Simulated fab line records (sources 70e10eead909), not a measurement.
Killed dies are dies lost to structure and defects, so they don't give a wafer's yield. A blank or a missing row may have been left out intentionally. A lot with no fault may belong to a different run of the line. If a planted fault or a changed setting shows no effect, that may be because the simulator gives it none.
Problem report in the 8D (eight disciplines) form, filled by code || flow nand-harc || the parts of the form that need people (team, actions taken, sign-off) are left out

== 1. THE PROBLEM ==
At NHARC_END_SORT_01, killed-at-array averages 671 over 3 wafers from 2 lots, while fault-free wafers read 52, standard deviation 16. That puts it +39 standard deviations away from the usual mean.
The first sign was on wafer L360.1 at day 31 22:51, on prober-02. The record holds 6 wafers of 2 lots with a number at this step. By rule, "out" or "out of limits" means more than 4 standard deviations away from the usual mean. The other wafers with a number count as sound.

== 2. WHAT THIS IS AND IS NOT ==
{"question": "which readings at this step", "is": "killed-at-array, killed-dies", "is not": "killed-at-other, killed-at-periphery, killed-short"}
{"question": "which lots", "is": "L360, L363", "is not": "-"}
{"question": "which wafers of those lots", "is": "L360.1, L360.3, L363.5", "is not": "L360.4, L363.2, L363.6"}
{"question": "read on which gauges", "is": "prober-01, prober-02", "is not": "-"}
{"question": "when", "is": "from day 31 22:51", "is not": "up to then (0 sound wafers); but 3 sound wafers of L360, L363 came after"}

== 3. SUSPECTS, AND WHAT RULES EACH OUT ==
Counting: any tool at a process step up to the reading remains a suspect provided it ran every lot that is out. Sound lots after the first of them don't rule it out here, since some wafers of a struck lot are sound.
- the gauge at NHARC_END_SORT_01 is ruled out. The wafers that are out were read on 2 gauges (prober-01, prober-02).
- cvd-w-02 at NHARC_A_WL_FILL_CVD_03 (deposits W, target thk 40 nm, time 279 s): kept. It ran every lot that is out, first L360 (day 27 20:06).
- rie-metal-01 at NHARC_A_WL_FILL_ETCHBACK_04 (etches the open film in NF3, target depth 60 nm, time 120 s): kept. It ran every lot that is out, first L360 (day 27 20:31). On those wafers its own readings are out: oes-product-au.
- plasma-asher-02 at NHARC_A_WL_FILL_STRIP_27 (strips in N2/H2, time 20 s): kept. It ran every lot that is out, first L360 (day 27 20:52).
- At NHARC_A_WL_FILL_ETCHBACK_04 on rie-metal-01, chamber 1 took the sound wafers of the same lots and chamber 0 took the wafers that are out.
- At NHARC_A_WL_FILL_STRIP_27 on plasma-asher-02, chamber 0 took the sound wafers of the same lots and chamber 1 took the wafers that are out.
After the count, these remain: cvd-w-02 at NHARC_A_WL_FILL_CVD_03, rie-metal-01 at NHARC_A_WL_FILL_ETCHBACK_04 and plasma-asher-02 at NHARC_A_WL_FILL_STRIP_27.

== 4. THE CAUSE (what the simulator had put in) ==
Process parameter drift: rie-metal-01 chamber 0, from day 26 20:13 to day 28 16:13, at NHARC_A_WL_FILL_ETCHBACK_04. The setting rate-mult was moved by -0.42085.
Of the 3 suspects that counting leaves, this tool is one.

== 5. THE CHAIN OF EFFECTS, in route order ==
One row per reading whose mean, taken over the struck wafers that have a number, lies over 3 standard deviations from the usual. Readings are gone through only where the record gives a usual standard deviation; hours: the median, over the lots, of the time from a lot's start at the first step in this table giving one to that lot's start at this step; sigmas: the change measured in usual standard deviations.
{"hours": 0, "step": "NHARC_A_WL_FILL_ETCHBACK_04", "reading": "oes-product-au", "usual": "1.003 a.u.", "on struck wafers": 0.736, "change": -0.267, "sigmas": -41}
{"hours": 104, "step": "NHARC_END_SORT_01", "reading": "killed-at-array", "usual": 52, "on struck wafers": 671, "change": "+619", "sigmas": "+39"}
{"hours": 104, "step": "NHARC_END_SORT_01", "reading": "killed-dies", "usual": 57, "on struck wafers": 677, "change": "+620", "sigmas": "+39"}
The process steps in it:
- NHARC_A_WL_FILL_ETCHBACK_04: etches the open film in NF3, target depth 60 nm, time 120 s.

== 6. WHAT WOULD HAVE CAUGHT IT SOONER ==
123 hours passed between the start of the fault at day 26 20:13 and the first reading out of limits at a measuring or inspecting step in this record, taken at day 31 22:51.
Tool's own readings at NHARC_A_WL_FILL_ETCHBACK_04, oes-product-au: out on all struck wafers the step has rows for; an alarm limit on them would have tripped on the first.
The start of NHARC_A_WL_FILL_ETCHBACK_04 on rie-metal-01 came by day 31 22:51 for every one of the lots that are out (2). Had the tool been put on hold then, not one of them would have been saved.
